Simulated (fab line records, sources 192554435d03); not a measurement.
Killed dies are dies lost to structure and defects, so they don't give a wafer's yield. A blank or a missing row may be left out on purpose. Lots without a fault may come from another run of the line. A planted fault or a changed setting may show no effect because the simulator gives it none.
Which tool did it? | flow n5_finfet | 24 lots, 72 wafers sampled, at 6 steps of a route of 1938

WHAT THE GAUGES READ, wafer by wafer
N5_BEOL_M12_INSPECT_55: inspects for defects (darkfield).
lot  | measured     | on                | raw_defect_count
L074 | day 11 07:31 | defect_inspect-02 | 57 31 75
L076 | day 11 04:58 | defect_inspect-02 | 77 34 55
L075 | day 11 12:20 | defect_inspect-02 | 74 56 82
L077 | day 11 21:23 | defect_inspect-02 | 101 103 140
L078 | day 12 02:39 | defect_inspect-01 | 64 24 78
L079 | day 12 11:21 | defect_inspect-01 | 54 85 52
L080 | day 12 13:04 | defect_inspect-01 | 101 122 139
L081 | day 12 22:31 | defect_inspect-01 | 103 68 46
L083 | day 13 06:40 | defect_inspect-01 | 57 47 63
L082 | day 13 06:58 | defect_inspect-02 | 56 62 54
L084 | day 13 12:06 | defect_inspect-01 | 57 52 68
L085 | day 14 11:07 | defect_inspect-01 | 53 63 57
L086 | day 14 11:34 | defect_inspect-02 | 66 62 70
L088 | day 14 12:01 | defect_inspect-01 | 42 31 60
L087 | day 14 18:40 | defect_inspect-01 | 62 90 57
L091 | day 14 14:29 | defect_inspect-02 | 77 69 91
L090 | day 14 23:34 | defect_inspect-01 | 34 34 59
L089 | day 15 01:21 | defect_inspect-02 | 68 85 61
L094 | day 15 22:55 | defect_inspect-02 | 43 46 63
L092 | day 16 01:52 | defect_inspect-01 | 44 60 51
L093 | day 16 02:23 | defect_inspect-01 | 59 54 42
L095 | day 16 02:46 | defect_inspect-02 | 93 110 62
L097 | day 16 15:00 | defect_inspect-01 | 51 57 54
L096 | day 16 16:39 | defect_inspect-01 | 29 47 35

N5_BEOL_M14_THK_MEAS_01.
lot  | measured     | on            | M14_ILD_THK (nm)
L074 | day 11 12:23 | film_metro-02 | 1103 1113 1128
L076 | day 11 09:47 | film_metro-01 | 1087 1101 1106
L075 | day 11 17:17 | film_metro-01 | 1103 1112 1126
L077 | day 12 05:37 | film_metro-01 | 1089 1082 1104
L078 | day 12 08:47 | film_metro-02 | 1087 1088 1121
L079 | day 12 15:53 | film_metro-01 | 1094 1100 1128
L080 | day 12 19:37 | film_metro-02 | 1091 1107 1118
L081 | day 13 06:09 | film_metro-02 | 1120 1134 1162
L083 | day 13 10:56 | film_metro-02 | 1109 1088 1111
L082 | day 13 12:11 | film_metro-01 | 1081 1096 1117
L084 | day 13 17:46 | film_metro-01 | 1095 1127 1111
L085 | day 14 19:08 | film_metro-01 | 1112 1106 1095
L086 | day 14 19:52 | film_metro-02 | 1124 1135 1137
L088 | day 14 19:58 | film_metro-01 | 1112 1117 1127
L087 | day 14 22:43 | film_metro-01 | 1133 1137 1132
L091 | day 14 20:31 | film_metro-01 | 1078 1099 1104
L090 | day 15 05:20 | film_metro-02 | 1121 1125 1122
L089 | day 15 08:14 | film_metro-02 | 1109 1124 1139
L094 | day 16 04:44 | film_metro-02 | 1132 1117 1133
L092 | day 16 06:26 | film_metro-01 | 1103 1116 1142
L093 | day 16 09:39 | film_metro-02 | 1101 1102 1130
L095 | day 16 09:35 | film_metro-02 | 1075 1093 1115
L097 | day 16 23:25 | film_metro-01 | 1134 1126 1132
L096 | day 16 22:28 | film_metro-01 | 1086 1111 1116

WHICH TOOL RAN EACH LOT (tool, then ch and the chambers of the sampled wafers, then the start)
lot  | N5_BEOL_M12_DESCUM_33              | N5_BEOL_M12_CMP_49            | N5_BEOL_M13_DESCUM_33              | N5_BEOL_M13_DEGAS_41
L074 | rie_diel-02 ch 2,3, day 10 22:50   | cmp-03 ch 0,3, day 11 07:04   | rie_diel-04 ch 1,3, day 11 09:14   | pvd_sputter-02, day 11 10:40
L076 | rie_diel-03 ch 0,2, day 11 01:54   | cmp-02 ch 0,1,2, day 11 04:34 | rie_diel-04 ch 0,1,2, day 11 06:57 | pvd_sputter-02, day 11 08:11
L075 | rie_diel-03 ch 0,1,3, day 11 09:28 | cmp-02 ch 0,1,3, day 11 11:52 | rie_diel-04 ch 0,3, day 11 13:59   | pvd_sputter-03, day 11 15:17
L077 | rie_diel-06 ch 0,2,3, day 11 18:25 | cmp-03 ch 0,1,3, day 11 20:59 | rie_diel-04 ch 0,1,3, day 11 23:02 | pvd_sputter-03, day 12 04:07
L078 | rie_diel-06 ch 1,3, day 11 19:14   | cmp-03 ch 0,1,2, day 12 02:17 | rie_diel-05 ch 1,2,3, day 12 04:13 | pvd_sputter-02, day 12 07:17
L079 | rie_diel-06 ch 0,2,3, day 12 04:48 | cmp-03 ch 1,2,3, day 12 10:59 | rie_diel-01 ch 0,1,3, day 12 13:14 | pvd_sputter-03, day 12 14:14
L080 | rie_diel-06 ch 0,1,3, day 12 10:35 | cmp-02 ch 0,2, day 12 12:37   | rie_diel-05 ch 0,1,2, day 12 15:06 | pvd_sputter-01, day 12 18:08
L081 | rie_diel-06 ch 1,3, day 12 17:55   | cmp-03 ch 2,3, day 12 22:05   | rie_diel-01 ch 1,2,3, day 13 00:41 | pvd_sputter-03, day 13 04:39
L083 | rie_diel-03 ch 0,3, day 13 00:02   | cmp-02 ch 0,2, day 13 06:14   | rie_diel-04 ch 1,2,3, day 13 08:11 | pvd_sputter-01, day 13 09:26
L082 | rie_diel-06 ch 1,2, day 13 00:50   | cmp-03 ch 1,2,3, day 13 06:29 | rie_diel-05 ch 0,2, day 13 08:35   | pvd_sputter-01, day 13 10:40
L084 | rie_diel-02 ch 1,2,3, day 13 09:14 | cmp-03 ch 1,2, day 13 11:41   | rie_diel-05 ch 0,1, day 13 13:49   | pvd_sputter-03, day 13 16:12
L085 | rie_diel-02 ch 0,2,3, day 14 07:00 | cmp-02 ch 0,1,2, day 14 10:40 | rie_diel-05 ch 0,1,2, day 14 12:50 | pvd_sputter-01, day 14 17:25
L086 | rie_diel-02 ch 0,2,3, day 14 07:29 | cmp-03 ch 0,1,3, day 14 11:14 | rie_diel-01 ch 1,2,3, day 14 13:13 | pvd_sputter-02, day 14 17:47
L088 | rie_diel-02 ch 0,3, day 14 08:49   | cmp-02 ch 0,2, day 14 11:35   | rie_diel-05 ch 1,3, day 14 13:48   | pvd_sputter-01, day 14 17:49
L087 | rie_diel-02 ch 0,2, day 14 12:13   | cmp-02 ch 0,1, day 14 18:11   | rie_diel-04 ch 1,2, day 14 20:19   | pvd_sputter-01, day 14 21:13
L091 | rie_diel-03 ch 0,1, day 14 12:15   | cmp-03 ch 1,3, day 14 14:03   | rie_diel-01 ch 0,1, day 14 16:01   | pvd_sputter-01, day 14 18:15
L090 | rie_diel-02 ch 0,2, day 14 20:04   | cmp-01 ch 1,2,3, day 14 23:09 | rie_diel-01 ch 0,1, day 15 01:20   | pvd_sputter-01, day 15 03:51
L089 | rie_diel-06 ch 1,2,3, day 14 22:10 | cmp-01 ch 0,3, day 15 00:54   | rie_diel-01 ch 0,1,3, day 15 03:45 | pvd_sputter-02, day 15 06:37
L094 | rie_diel-02 ch 0,1,2, day 15 18:41 | cmp-02 ch 0,1,3, day 15 22:28 | rie_diel-04 ch 0,2,3, day 16 00:27 | pvd_sputter-01, day 16 03:14
L092 | rie_diel-02 ch 0,1,2, day 15 19:15 | cmp-01 ch 1,2,3, day 16 01:27 | rie_diel-01 ch 0,1,2, day 16 03:41 | pvd_sputter-03, day 16 04:41
L093 | rie_diel-03 ch 1,3, day 15 23:41   | cmp-01 ch 0,3, day 16 01:58   | rie_diel-01 ch 0,1,2, day 16 04:14 | pvd_sputter-02, day 16 08:10
L095 | rie_diel-03 ch 0,1, day 16 00:20   | cmp-02 ch 1,2,3, day 16 02:23 | rie_diel-05 ch 0,3, day 16 04:20   | pvd_sputter-03, day 16 08:06
L097 | rie_diel-06 ch 1,3, day 16 12:16   | cmp-01 ch 0,1,3, day 16 14:36 | rie_diel-05 ch 0,3, day 16 17:11   | pvd_sputter-03, day 16 21:55
L096 | rie_diel-02 ch 1,2,3, day 16 13:47 | cmp-03 ch 0,1,2, day 16 16:17 | rie_diel-01 ch 0,1,3, day 16 18:29 | pvd_sputter-03, day 16 20:49
- N5_BEOL_M12_DESCUM_33: chemistry O2, time 7.9 s.
- N5_BEOL_M12_CMP_49: polishes, stops on SiOC, t overpolish 20.6 s, target thk 320 nm.
- N5_BEOL_M13_DESCUM_33: chemistry O2, time 7.9 s.
- N5_BEOL_M13_DEGAS_41: time 60 s.

WHAT THE TOOLS THEMSELVES READ (means of the sampled wafers that have a number; where no wafer has one, the mark that the record gives instead)
N5_BEOL_M12_DESCUM_33.
lot  | tool        | drypump_motor_current_A (A) | o2_flow_sccm (sccm) | oes_product_au (a.u.) | rf_vpp_V (V) | showerhead_plenum_p_Torr (Torr) | throttle_valve_pct (%)
L074 | rie_diel-02 | 5.5                         | 225.3               | 0.71                  | 242.7        | 2.06                            | 20.7
L076 | rie_diel-03 | 5.9                         | 225.5               | 0.72                  | 242.9        | 2.03                            | 20.3
L075 | rie_diel-03 | 5.6                         | 224.6               | 0.75                  | 244.5        | 2.12                            | 20.4
L077 | rie_diel-06 | 5.8                         | 225.4               | 0.79                  | 243.7        | 2.12                            | 20.3
L078 | rie_diel-06 | 5.3                         | 225.2               | 0.73                  | 242.0        | 2.02                            | 20.4
L079 | rie_diel-06 | 5.8                         | 225.3               | 0.78                  | 243.4        | 2.12                            | 20.3
L080 | rie_diel-06 | 5.5                         | 224.5               | 0.71                  | 242.6        | 2.07                            | 20.6
L081 | rie_diel-06 | 5.3                         | 224.9               | 0.72                  | 241.7        | 2.02                            | 20.5
L083 | rie_diel-03 | 5.7                         | 225.1               | 0.76                  | 242.9        | 2.06                            | 20.4
L082 | rie_diel-06 | 5.7                         | 225.1               | 0.77                  | 243.6        | 2.12                            | 20.7
L084 | rie_diel-02 | 5.7                         | 224.5               | 0.78                  | 243.4        | 2.08                            | 20.5
L085 | rie_diel-02 | 5.5                         | 225.0               | 0.87                  | 242.0        | 2.05                            | 20.4
L086 | rie_diel-02 | 5.5                         | 225.1               | 0.88                  | 242.0        | 2.05                            | 20.4
L088 | rie_diel-02 | 5.6                         | 224.9               | 0.79                  | 242.5        | 2.06                            | 20.7
L087 | rie_diel-02 | 5.5                         | 225.7               | 0.94                  | 242.5        | 2.04                            | 20.0
L091 | rie_diel-03 | 5.5                         | 224.7               | 0.71                  | 242.0        | 2.03                            | 20.5
L090 | rie_diel-02 | 5.5                         | 225.1               | 0.93                  | 242.2        | 2.04                            | 20.0
L089 | rie_diel-06 | 5.6                         | 225.2               | 0.84                  | 243.1        | 2.09                            | 20.3
L094 | rie_diel-02 | 5.6                         | 224.9               | 0.92                  | 243.7        | 2.08                            | 20.1
L092 | rie_diel-02 | 5.6                         | 225.6               | 0.91                  | 243.6        | 2.08                            | 20.2
L093 | rie_diel-03 | 5.5                         | 224.6               | 0.91                  | 244.8        | 2.17                            | 20.2
L095 | rie_diel-03 | 5.4                         | 224.4               | 0.89                  | 243.4        | 2.08                            | 20.2
L097 | rie_diel-06 | 5.3                         | 225.4               | 0.77                  | 241.7        | 2.01                            | 20.4
L096 | rie_diel-02 | 5.6                         | 225.4               | 0.93                  | 243.0        | 2.07                            | 20.3

N5_BEOL_M12_CMP_49.
lot  | tool   | barrier_field_endpoint_s (s) | motor_current_A (A) | overpolish_run_s (s) | pad_life_wafers | retaining_ring_pressure_frac
L074 | cmp-03 | 30.3                         | 6.6                 | 20.606               | 186             | 0.999
L076 | cmp-02 | 30.9                         | 6.1                 | 20.604               | 794             | 1.005
L075 | cmp-02 | 30.6                         | 6.1                 | 20.600               | 859             | 1.001
L077 | cmp-03 | 30.2                         | 6.7                 | 20.604               | 296             | 1.006
L078 | cmp-03 | 30.0                         | 6.7                 | 20.604               | 326             | 0.996
L079 | cmp-03 | 30.3                         | 6.9                 | 20.608               | 392             | 1.001
L080 | cmp-02 | 32.3                         | 6.1                 | 20.593               | 1045            | 0.999
L081 | cmp-03 | 30.2                         | 6.8                 | 20.600               | 500             | 0.997
L083 | cmp-02 | 30.2                         | 6.2                 | 20.609               | 1195            | 1.003
L082 | cmp-03 | 30.4                         | 6.9                 | 20.607               | 566             | 1.000
L084 | cmp-03 | 31.2                         | 6.9                 | 20.604               | 614             | 0.994
L085 | cmp-02 | 31.0                         | 6.1                 | 20.599               | 1405            | 0.999
L086 | cmp-03 | 30.6                         | 6.7                 | 20.599               | 813             | 1.000
L088 | cmp-02 | 31.1                         | 5.9                 | 20.602               | 1412            | 1.001
L087 | cmp-02 | 30.8                         | 6.2                 | 20.602               | 1458            | 1.001
L091 | cmp-03 | 29.7                         | 6.9                 | 20.607               | 829             | 1.001
L090 | cmp-01 | 31.0                         | 5.9                 | 20.609               | 2054            | 0.999
L089 | cmp-01 | 31.1                         | 5.5                 | 20.598               | 2066            | 0.997
L094 | cmp-02 | 30.3                         | 5.8                 | 20.590               | 1682            | 1.000
L092 | cmp-01 | 30.5                         | 5.9                 | 20.597               | 62              | 1.004
L093 | cmp-01 | 30.1                         | 5.7                 | 20.596               | 68              | 0.998
L095 | cmp-02 | 30.2                         | 5.9                 | 20.605               | 1718            | 0.996
L097 | cmp-01 | 31.2                         | 5.5                 | 20.596               | 164             | 1.001
L096 | cmp-03 | 30.7                         | 6.5                 | 20.592               | 1262            | 0.998

N5_BEOL_M13_DESCUM_33.
lot  | tool        | drypump_motor_current_A (A) | o2_flow_sccm (sccm) | oes_product_au (a.u.) | rf_vpp_V (V) | showerhead_plenum_p_Torr (Torr) | throttle_valve_pct (%)
L074 | rie_diel-04 | 5.7                         | 225.0               | 0.88                  | 245.1        | 2.24                            | 20.44
L076 | rie_diel-04 | 5.5                         | 225.2               | 0.82                  | 245.1        | 2.17                            | 20.30
L075 | rie_diel-04 | 5.3                         | 225.1               | 0.80                  | 242.9        | 2.14                            | 20.37
L077 | rie_diel-04 | 5.6                         | 225.2               | 0.82                  | 244.9        | 2.18                            | 20.42
L078 | rie_diel-05 | 5.9                         | 224.8               | 0.75                  | 242.7        | 2.08                            | 20.54
L079 | rie_diel-01 | 6.1                         | 225.1               | 0.76                  | 243.2        | 2.08                            | 20.31
L080 | rie_diel-05 | 5.8                         | 225.1               | 0.80                  | 242.0        | 2.09                            | 20.59
L081 | rie_diel-01 | 5.8                         | 225.2               | 0.77                  | 242.9        | 2.04                            | 20.37
L083 | rie_diel-04 | 5.7                         | 225.7               | 0.85                  | 244.3        | 2.22                            | 20.35
L082 | rie_diel-05 | 5.5                         | 225.1               | 0.80                  | 243.1        | 2.11                            | 20.62
L084 | rie_diel-05 | 6.0                         | 224.9               | 0.80                  | 242.1        | 2.05                            | 20.57
L085 | rie_diel-05 | 5.8                         | 224.6               | 0.79                  | 242.8        | 2.08                            | 20.61
L086 | rie_diel-01 | 5.8                         | 224.5               | 0.77                  | 242.4        | 2.04                            | 20.39
L088 | rie_diel-05 | 6.2                         | 225.2               | 0.89                  | 242.3        | 2.09                            | 20.19
L087 | rie_diel-04 | 5.7                         | 224.4               | 0.84                  | 245.2        | 2.21                            | 20.24
L091 | rie_diel-01 | 6.1                         | 224.8               | 0.73                  | 243.0        | 2.11                            | 20.37
L090 | rie_diel-01 | 6.2                         | 225.2               | 0.73                  | 243.6        | 2.10                            | 20.37
L089 | rie_diel-01 | 6.1                         | 225.0               | 0.74                  | 243.3        | 2.08                            | 20.34
L094 | rie_diel-04 | 5.5                         | 225.2               | 0.81                  | 243.9        | 2.17                            | 20.33
L092 | rie_diel-01 | 5.8                         | 225.8               | 0.74                  | 242.4        | 2.06                            | 20.45
L093 | rie_diel-01 | 5.8                         | 224.6               | 0.73                  | 242.4        | 2.06                            | 20.44
L095 | rie_diel-05 | 6.1                         | 224.5               | 0.90                  | 244.0        | 2.12                            | 20.18
L097 | rie_diel-05 | 6.1                         | 224.9               | 0.89                  | 243.4        | 2.12                            | 20.18
L096 | rie_diel-01 | 6.1                         | 224.8               | 0.73                  | 243.6        | 2.07                            | 20.36

N5_BEOL_M13_DEGAS_41.
lot  | tool           | heater_power_w (W) | susceptor_temp_C (C)
L074 | pvd_sputter-02 | 273                | 250.09
L076 | pvd_sputter-02 | 305                | 250.13
L075 | pvd_sputter-03 | 297                | 250.02
L077 | pvd_sputter-03 | 309                | 249.92
L078 | pvd_sputter-02 | 303                | 250.07
L079 | pvd_sputter-03 | 349                | 249.92
L080 | pvd_sputter-01 | 321                | 250.04
L081 | pvd_sputter-03 | 309                | 249.89
L083 | pvd_sputter-01 | 342                | 250.16
L082 | pvd_sputter-01 | 326                | 249.86
L084 | pvd_sputter-03 | 308                | 250.22
L085 | pvd_sputter-01 | 329                | 250.02
L086 | pvd_sputter-02 | 340                | 250.23
L088 | pvd_sputter-01 | 325                | 250.08
L087 | pvd_sputter-01 | 330                | 249.89
L091 | pvd_sputter-01 | 321                | 250.03
L090 | pvd_sputter-01 | 326                | 250.09
L089 | pvd_sputter-02 | 340                | 250.26
L094 | pvd_sputter-01 | 333                | 250.03
L092 | pvd_sputter-03 | 312                | 250.05
L093 | pvd_sputter-02 | 312                | 249.93
L095 | pvd_sputter-03 | 315                | 249.96
L097 | pvd_sputter-03 | 304                | 249.92
L096 | pvd_sputter-03 | 317                | 249.91

THE ANSWER, worked out from the rows above alone
Rule: what is usual is taken from the lots themselves. Put in order of their means at a reading, lots are off if they are a third of the lots or fewer, leave a main group of 4 or more, and stand apart from it by a gap of 3 or more times the standard deviation of the main group's means; of several such gaps the widest counts. A main group whose means are all the same, to the digits that the tables above print for the reading, isn't used. A lot without any number at a reading at which 4 lots or more have one is off too. The other lots that the step has rows for count as sound. The gauges are gone through in route order, then the tools' own readings, and for those a lot's mean is taken as printed above. The first step at which some lot is off is used, and at that step the reading that is off furthest; a lot without a number counts as furthest.
No lot is off at any reading shown: from this, nothing can be told.

WHAT THE SIMULATOR HAD PUT IN
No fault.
